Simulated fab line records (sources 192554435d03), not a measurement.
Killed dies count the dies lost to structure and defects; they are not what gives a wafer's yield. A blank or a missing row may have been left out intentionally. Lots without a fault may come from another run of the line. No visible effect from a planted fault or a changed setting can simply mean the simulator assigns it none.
Which tool was responsible?	flow n5-finfet	12 lots (36 wafers sampled), 1 step of a 1938-step route

## WHAT THE GAUGES READ, wafer by wafer
N5_BEOL_M4_OVL_MEAS_29.
lot	measured	on	V3_OVL (nm)
L074	day 7 13:50	overlay-02	-0.5 0.2 0.6
L077	day 7 22:38	overlay-02	0.5 -0.7 0.8
L078	day 8 21:16	overlay-02	1.4 0.8 0.4
L082	day 9 09:39	overlay-01	0.7 0.4 -0.5
L083	day 9 10:42	overlay-02	1.2 0.3 0.8
L085	day 10 12:35	overlay-01	0.0 1.1 0.9
L087	day 11 11:03	overlay-01	0.5 1.2 1.5
L089	day 11 20:09	overlay-02	0.2 -0.1 -0.4
L090	day 11 21:10	overlay-02	0.8 1.1 0.5
L093	day 12 12:02	overlay-02	-0.7 0.1 -0.2
L095	day 12 22:08	overlay-01	0.1 1.2 -0.5
L097	day 13 12:55	overlay-02	-1.5 -0.7 -0.2

## WHICH TOOL RAN EACH LOT (tool, then ch and the chambers of the sampled wafers, then the start)
The record holds no process step before these readings.

## THE ANSWER, worked out from the rows above alone
Rule: the lots themselves supply what counts as usual. The widest of any qualifying gaps counts: lots, ordered by their means at a reading, are off when they make up no more than a third of the lots, leave a main group of 4 or more, and stand apart from it by 3 or more times the standard deviation of that group's means. A main group is skipped when, at the precision printed for the reading in the tables above, its means are all equal. Also off: a lot with no number at a reading for which 4 or more lots have one. Where the step has rows for the other lots, those lots are counted as sound.
No lot is off at any reading shown: from this, nothing can be told.

## WHAT HAD BEEN PUT IN BY THE SIMULATOR
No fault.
